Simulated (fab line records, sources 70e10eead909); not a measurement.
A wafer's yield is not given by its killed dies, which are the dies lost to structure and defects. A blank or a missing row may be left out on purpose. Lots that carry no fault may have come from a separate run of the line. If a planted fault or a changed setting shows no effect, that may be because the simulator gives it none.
The tool behind it: which one?	flow nand harc	12 lots, 36 wafers sampled, at 5 steps of a route of 1302

## WHAT THE GAUGES SHOWED, per wafer
NHARC_A_CONTACT_OVL_MEAS_70.
lot	measured	on	overlay x nm (nm)
L076	day 22 04:43	overlay-01	0.7 0.4 0.8
L077	day 22 18:19	overlay-02	-1.3 -1.7 -1.6
L079	day 23 09:28	overlay-01	1.1 1.0 0.3
L081	day 25 06:12	overlay-02	0.3 -0.2 0.6
L082	day 25 13:32	overlay-01	-0.1 -0.3 -0.2
L084	day 25 14:27	overlay-01	-0.3 -0.4 -0.2
L089	day 27 23:07	overlay-02	0.1 -0.1 0.5
L090	day 28 14:23	overlay-02	-1.4 -2.0 -1.8
L091	day 29 02:55	overlay-01	0.6 0.4 0.8
L092	day 29 20:12	overlay-01	-1.8 -2.1 -2.4
L095	day 30 09:22	overlay-01	0.5 0.3 0.5
L096	day 32 21:00	overlay-02	-0.6 -0.6 0.2

## WHAT TOOL EACH LOT RAN ON (gives the tool, then ch and the chambers of the sampled wafers, and finally the start)
lot	NHARC_A_WL_FILL_ALD_02	NHARC_A_WL_FILL_ETCHBACK_17	NHARC_A_CONTACT_ETCH_116	NHARC_A_CONTACT_ETCH_90
L076	ald metal-02 ch 0,1,2, day 20 18:16	rie metal-03 ch 0,1, day 21 05:43	har cap etch-03 ch 0,1, day 21 21:26	rie diel-07 ch 0,1,2, day 21 23:39
L077	ald metal-04 ch 2,3, day 21 07:39	rie metal-02 ch 1, day 21 18:33	har cap etch-03 ch 0,1, day 22 10:08	rie diel-11 ch 0,3, day 22 12:52
L079	ald metal-02 ch 0,2,3, day 21 23:47	rie metal-03 ch 1, day 22 10:36	har cap etch-02 ch 0,1, day 23 01:58	rie diel-07 ch 0,1,3, day 23 04:07
L081	ald metal-04 ch 0,2,3, day 23 10:17	rie metal-01 ch 0,1, day 23 23:25	har cap etch-01 ch 0,1, day 24 19:53	rie diel-07 ch 0,1,3, day 24 22:04
L082	ald metal-04 ch 0,1,2, day 23 18:36	rie metal-02 ch 0,1, day 24 12:01	har cap etch-01 ch 1, day 25 05:35	rie diel-11 ch 1,2,3, day 25 07:43
L084	ald metal-03 ch 0,1,2, day 24 05:05	rie metal-01 ch 0,1, day 24 14:19	har cap etch-03 ch 0,1, day 25 06:28	rie diel-11 ch 0,2,3, day 25 09:13
L089	ald metal-02 ch 0,2,3, day 26 07:17	rie metal-03 ch 0,1, day 26 22:56	har cap etch-03 ch 0,1, day 27 14:43	rie diel-07 ch 0,2, day 27 16:53
L090	ald metal-04 ch 0,3, day 26 22:08	rie metal-03 ch 0,1, day 27 09:16	har cap etch-03 ch 0,1, day 28 02:35	rie diel-11 ch 1,2, day 28 04:49
L091	ald metal-04 ch 0,2,3, day 27 10:53	rie metal-02 ch 1, day 27 22:02	har cap etch-02 ch 0,1, day 28 15:14	rie diel-07 ch 0,2, day 28 17:58
L092	ald metal-03 ch 1,2,3, day 28 04:21	rie metal-01 ch 0,1, day 28 15:15	har cap etch-01 ch 0,1, day 29 12:55	rie diel-12 ch 0,2, day 29 15:05
L095	ald metal-02 ch 0,2,3, day 28 19:25	rie metal-01 ch 0,1, day 29 09:08	har cap etch-03 ch 0,1, day 30 02:05	rie diel-07 ch 0,1, day 30 04:14
L096	ald metal-03 ch 0,1,2, day 31 04:16	rie metal-03 ch 0,1, day 31 17:58	har cap etch-03 ch 1, day 32 13:06	rie diel-07 ch 0,1,3, day 32 15:17
- NHARC_A_WL_FILL_ALD_02: deposits TiN, target thk 2 nm, pulse time 3 s, ald cycles 100.
- NHARC_A_WL_FILL_ETCHBACK_17: etches the open film in Cl2/BCl3, target depth 4 nm, time 26.7 s.
- NHARC_A_CONTACT_ETCH_116: etches the open film in C4F8/O2/Ar, time 190 s, target depth 1850 nm.
- NHARC_A_CONTACT_ETCH_90: etches the open film in CH3F/O2, target depth 40 nm, time 85.7 s.

## THE ANSWER, worked out from the rows above alone
Rule: what is usual is taken from the lots themselves. The widest of any qualifying gaps counts: lots, ordered by their means at a reading, are off when they make up no more than a third of the lots, leave a main group of 4 or more, and stand apart from it by 3 or more times the standard deviation of that group's means. The tables above print the reading to a certain number of digits; a main group whose means all agree to those digits is not used. Also off: a lot with no number at a reading for which 4 or more lots have one. Where the step has rows for the other lots, those lots are counted as sound.
Nothing can be told from this: no lot is off at any reading shown.

## WHAT THE SIMULATOR HAD INSERTED
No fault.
